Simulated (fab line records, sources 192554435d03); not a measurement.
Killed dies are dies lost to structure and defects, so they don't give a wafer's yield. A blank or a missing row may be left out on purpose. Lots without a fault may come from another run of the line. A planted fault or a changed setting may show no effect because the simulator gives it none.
Chamber matching | flow n5_finfet | N5_BEOL_M10_CMP_52 on cmp-04: 4 sister chambers
The step polishes, stops on SiCOH lowk, t overpolish 7 s, target thk 140 nm. 16 wafers are shown with their chamber, then 8 later ones without.

WAFERS WITH THEIR CHAMBER
wafer  | chamber | motor_current_A (A) | time_to_endpoint_s (s) | clearing_platen_rpm (rpm)
L074.1 | 3       | 5.1                 | 62.8                   | 49.989
L074.4 | 2       | 6.3                 | 68.6                   | 50.005
L074.5 | 0       | 6.9                 | 67.7                   | 49.997
L078.2 | 2       | 5.9                 | 65.7                   | 49.985
L078.4 | 0       | 7.9                 | 63.4                   | 49.984
L078.6 | 2       | 5.7                 | 65.2                   | 49.965
L079.3 | 2       | 6.2                 | 64.5                   | 49.964
L079.4 | 3       | 5.0                 | 65.5                   | 49.965
L079.6 | 1       | 5.1                 | 63.8                   | 49.994
L083.1 | 0       | 7.6                 | 68.0                   | 50.043
L083.2 | 3       | 5.4                 | 64.6                   | 50.016
L083.3 | 2       | 6.2                 | 67.5                   | 50.004
L082.2 | 1       | 5.0                 | 65.6                   | 49.969
L082.4 | 0       | 7.2                 | 64.9                   | 50.007
L082.6 | 3       | 4.9                 | 66.0                   | 50.053
L090.1 | 2       | 6.2                 | 65.2                   | 50.023

SIGNATURES (means of the wafers above)
reading             | chamber 0 | chamber 1 | chamber 2 | chamber 3 | scatter within a chamber
motor_current_A     | 7.400     | 5.050     | 6.083     | 5.100     | 0.288
time_to_endpoint_s  | 66.000    | 64.700    | 66.117    | 64.725    | 1.71
clearing_platen_rpm | 50.00775  | 49.98150  | 49.99100  | 50.00575  | 0.0279
Rule: a wafer's distance from a chamber is the root of the sum, over the readings, of the square of ((its reading less the chamber's mean) divided by the reading's scatter). The wafer belongs to the nearest chamber; if the next one is less than 2 further off, it can't be placed. The scatter: the root of (the sum of the squares of (reading less its chamber's mean) over the shown wafers, divided by (wafers less chambers)).

WAFERS WITHOUT THEIR CHAMBER
wafer  | motor_current_A (A) | time_to_endpoint_s (s) | clearing_platen_rpm (rpm)
L090.3 | 7.1                 | 66.5                   | 49.993
L090.4 | 5.2                 | 66.5                   | 50.036
L095.3 | 4.9                 | 62.4                   | 50.041
L095.4 | 7.3                 | 64.5                   | 49.999
L095.6 | 7.8                 | 65.2                   | 50.008
L097.1 | 5.1                 | 65.2                   | 49.984
L097.3 | 6.2                 | 67.1                   | 49.933
L097.5 | 7.4                 | 64.6                   | 49.973

WHICH CHAMBER EACH WENT THROUGH
wafer  | from the rows above          | in truth
L090.3 | 0                            | 0
L090.4 | can't be placed: 3 or 1 or 2 | 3
L095.3 | can't be placed: 3 or 1      | 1
L095.4 | 0                            | 0
L095.6 | 0                            | 0
L097.1 | can't be placed: 1 or 3      | 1
L097.3 | 2                            | 2
L097.5 | 0                            | 0
Placed correctly: 5 of 8. Can't be placed from these rows: 3 (the true chamber is among the candidates in 3). Placed wrongly: 0.
